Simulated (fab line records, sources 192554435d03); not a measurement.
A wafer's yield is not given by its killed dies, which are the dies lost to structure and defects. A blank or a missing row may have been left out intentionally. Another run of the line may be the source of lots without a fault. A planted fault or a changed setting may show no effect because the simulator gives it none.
Lot-split experiment    flow n5-finfet    route with 1938 steps; 7 lots, 21 wafers read

## SPLIT DETAILS
At N5_SD_EPI_N_PEB_07 (peb time 60 s), the setting peb-time-s was moved away from the recipe's 60 s on 10 of the 21 wafers read, by -20.7% to +19.4%. The other wafers ran this setting at the recipe's value.

## FROM THE SPLIT ON TO THE READING: in between, the file shows 1 step
- N5_SD_EPI_N_DEVELOP_08: develop time 30 s

## THE READING
cd-nm, in nm, at N5_SD_EPI_N_CD_MEAS_09 (target cd 120 nm). On this fab line, fault-free wafers typically give 120.0 nm with a standard deviation of 0.66 nm.

wafer   tool, chamber at the split  peb-time-s as run, s  against the recipe  cd-nm, nm  against lot-mates on the recipe
L075.1  litho-track-02, 0           60                    recipe              121.1      -
L075.4  litho-track-02, 0           60                    recipe              120.9      -
L075.6  litho-track-02, 0           60                    recipe              119.7      -
L076.1  litho-track-02, 0           52.63                 -12.3%              116.6      no lot-mate on the recipe
L076.4  litho-track-02, 0           52.63                 -12.3%              115.9      no lot-mate on the recipe
L076.6  litho-track-02, 0           52.63                 -12.3%              113.8      no lot-mate on the recipe
L077.2  litho-track-02, 0           53.32                 -11.1%              114.2      -6.3
L077.3  litho-track-02, 0           60                    recipe              120.5      -
L077.4  litho-track-02, 0           53.32                 -11.1%              116.3      -4.2
L078.1  litho-track-01, 0           47.58                 -20.7%              111.5      -7.3
L078.4  litho-track-01, 0           47.58                 -20.7%              110.4      -8.4
L078.6  litho-track-01, 0           60                    recipe              118.8      -
L079.1  litho-track-02, 0           60                    recipe              121.9      -
L079.3  litho-track-02, 0           60                    recipe              120.1      -
L079.4  litho-track-02, 0           60                    recipe              121.3      -
L080.1  litho-track-05, 0           60                    recipe              120.1      -
L080.4  litho-track-05, 0           71.64                 +19.4%              124.8      +4.7
L080.6  litho-track-05, 0           71.64                 +19.4%              126.3      +6.2
L094.4  litho-track-02, 0           47.57                 -20.7%              111.9      -8.7
L094.5  litho-track-02, 0           60                    recipe              120.7      -
L094.6  litho-track-02, 0           60                    recipe              120.5      -

FIT RESULTS
A straight line over all 21 wafers: cd-nm changes by +0.374 nm for each +1% of peb-time-s; r = +0.96; the points scatter about the line by 1.2 nm.
The same after taking each lot's own level away (the mean of its wafers on the recipe; 18 wafers): +0.356 nm for each +1%; r = +0.98; scatter 0.91 nm.
Per that fit: largest peb-time-s move, reading shift of 7.4 nm.
Measured against the standard deviation above, the lots' own levels, which go from 118.80 to 121.10 nm, span 3.5 times it.
Hence the lot-to-lot level has little effect on the slope; both slopes agree.
Check: for one of the wafers moved furthest among these (-20.7%), held out of the fit, the line's prediction against its lot-mates is -7.57 nm. It came out at -8.7 nm against them.

## THESE WAFERS: OTHER SPLITS
These wafers also went through other splits before the reading. Each is held against what the fit with the lots' levels taken away leaves over:
other split on the same wafers             wafers away from the commonest value  r with cd-nm (lot level and that fit taken away)
N5_WELL_APT_COAT_19 spin-rpm               5                                     -0.60
N5_PMOS_HMC_CHANNEL_EPI_PEB_07 peb-temp-c  2                                     +0.12
N5_DUMMY_GATE_COAT_28 spin-rpm             7                                     -0.09

## THE WHOLE CHAIN: every reading that the file lists as answering this split, in the file's order
step                    what it does                                      reading                                                          change (the file's fit)                r (the file's)
N5_SD_EPI_N_CD_MEAS_09  target cd 120 nm                                  cd-nm                                                            +0.374 nm for each +1% of the setting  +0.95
N5_SD_EPI_N_DESCUM_14   chemistry O2, time 7.9 s                          SD_EPI_N.cd-nm (the simulator's own value, which no gauge read)  +0.373 nm for each +1% of the setting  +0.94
N5_SD_EPI_N_ETCH_35     etches SOC in N2/H2, overetch 108 nm, time 486 s  SD_EPI_N.cd-nm (the simulator's own value, which no gauge read)  +0.354 nm for each +1% of the setting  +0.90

## THE FILE'S OWN FIT
cd-nm changes by +0.374 nm for each +1% of peb-time-s, r = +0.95.
